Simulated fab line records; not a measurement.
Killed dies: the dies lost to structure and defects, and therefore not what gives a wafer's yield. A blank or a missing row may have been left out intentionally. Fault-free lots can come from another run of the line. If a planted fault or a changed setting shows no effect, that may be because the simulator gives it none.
Comparing a struck lot with a sound one | flow n5Finfet | 32 steps out of a route of 1938
Sound: the wafers L824.2, L824.4, L824.5. Struck: wafer L815.6. (L815.1, L815.4 of the same lot were not struck and are left out.) The cause comes at the end.
For every step that has rows: the tool of each side, followed by ch and its chambers, followed by its first start. Under that, the readings that differ: sound wafers | struck wafers | difference of the means | sigmas: that difference in standard deviations of wafers without a fault.
alike: same words and numbers on both sides, and readings whose means sit less than 2 such deviations apart. not compared: any withheld reading, any reading some wafer has no value for, any bound like >300 that may hide the same value, and any number with overlapping values for which the record gives no deviation.
A row with sigmas, a row that says differs or no value, or rows on one side alone: a step with any of these is where the two part. When numbers do not overlap yet have no deviation, they are printed without sigmas and do not part them. A reading that every wafer of one side lacks parts them only if that side has two wafers or more.

first, 12 steps without rows for these wafers: N5_HKMG_FIN_DESCUM_53 (chemistry O2, time 7.9 s); N5_HKMG_FIN_ETCH_54 (etches SiARC in CF4, target depth 45.5 nm, time 75.8 s); N5_HKMG_FIN_ETCH_55 (etches SOC in N2/H2, target depth 240 nm, time 300 s); N5_HKMG_FIN_STRIP_56 (strips in N2/H2); N5_HKMG_FIN_STRIP_57 (strips in CF4); N5_HKMG_FIN_ETCH_58 (etches SOC in N2/H2, target depth 215.8 nm, time 741 s); N5_HKMG_FIN_STRIP_93 (strips SOC in N2/H2, time 20 s); N5_HKMG_FIN_WET_ETCH_76 (etches Al2O3 in dNH4OH, stops on La2O3, target depth 2.25 nm, rinse time 30 s); N5_HKMG_FIN_STRIP_60 (strips in N2/H2, time 360 s); N5_HKMG_FIN_WET_ETCH_77 (etches La2O3 in dHCl, stops on HfO2, target depth 2 nm); N5_HKMG_FIN_WET_ETCH_78 (etches Al2O3 in dNH4OH, stops on La2O3, target depth 4.5 nm, rinse time 30 s); N5_HKMG_FIN_ALD_79 (deposits TiN, target thk 1.5 nm, pulse time 1 s, purge time 3 s).
N5_HKMG_FIN_CVD_62: deposits a-Si from Si2H6, target thk 3 nm, time 20.8 s.
  sound on thermalCvdSi-02 ch 1,2, day 9 20:28; struck on thermalCvdSi-01 ch 2, day 7 11:11
reading          | sound          | struck | difference | sigmas
heaterPowerW (W) | 1591 1611 1305 | 1242   | -260       | -2
  alike: susceptorTempC
then, 15 steps without rows for these wafers: N5_HKMG_FIN_RTA_80 (time 2 s); N5_HKMG_FIN_PRECLEAN_64 (cleans in dHF, time 30 s); N5_HKMG_FIN_WET_ETCH_65 (etches a-Si in TMAH, stops on TiN, time 49 s, target depth 3 nm); N5_HKMG_FIN_WET_ETCH_81 (etches TiN in SC1, stops on HfO2, time 57 s, target depth 6 nm); N5_HKMG_FIN_WET_ETCH_82 (etches La2O3 in dHCl, stops on HfO2, target depth 2 nm, rinse time 30 s); N5_HKMG_FIN_ALD_36 (deposits TiN, target thk 1 nm, pulse time 1 s, purge time 3 s); N5_HKMG_FIN_PWFM_ALD_03 (deposits TiN, target thk 2 nm, pulse time 1 s, purge time 3 s); N5_HKMG_FIN_COAT_29 (time 60 s, resist thk 300 nm); N5_HKMG_FIN_COAT_30 (time 60 s, resist thk 35 nm); N5_HKMG_FIN_COAT_06 (resist thk 90 nm); N5_HKMG_FIN_EBR_08; N5_HKMG_FIN_SOFTBAKE_07 (time 60 s); N5_HKMG_FIN_EXPOSE_09 (exposes mask NWFM); N5_HKMG_FIN_PEB_10 (peb time 60 s); N5_HKMG_FIN_DEVELOP_11 (develop time 30 s).
N5_HKMG_FIN_INSPECT_14: inspects for defects (macro).
  sound on defectInspect-01 at day 9 22:11; struck on defectInspect-01 at day 7 12:40
reading        | sound | struck | difference | sigmas
rawDefectCount | 3 5 2 | >300   | differs    | 
then, 1 step without rows for these wafers: N5_HKMG_FIN_DESCUM_17 (chemistry O2, time 7.9 s).
-- the record jumps here: 4 days lie between the struck wafers' starts before and after (it left off in module HKMG_FIN and takes up again in module BEOL_M4, whose first step shown is number 1111 of the route) --
N5_BEOL_M4_RC_MEAS_101:
  sound on prober-02 ch 0, day 13 16:17; struck on prober-02 ch 0, day 11 20:16
  alike: DIBL_N, DIBL_P, IOFF_N, IOFF_P, ION_N, ION_P, SS_N, SS_P, VT_N, VT_P
-- the record jumps here: 4 days lie between the struck wafers' starts before and after (it left off in module BEOL_M4 and takes up again in module PASSIVATION, whose first step shown is number 1936 of the route) --
N5_PASSIVATION_PROBE_49:
  rows exist in the record for the struck wafers here (prober-01, day 15 19:33), but not for the sound ones

WHERE THEY PART
First at N5_HKMG_FIN_CVD_62; last, within this record, at N5_PASSIVATION_PROBE_49.

WHY: what had been put in by the simulator
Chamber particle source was thermalCvdSi-01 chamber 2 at N5_HKMG_FIN_CVD_62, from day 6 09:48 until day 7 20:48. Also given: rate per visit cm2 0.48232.
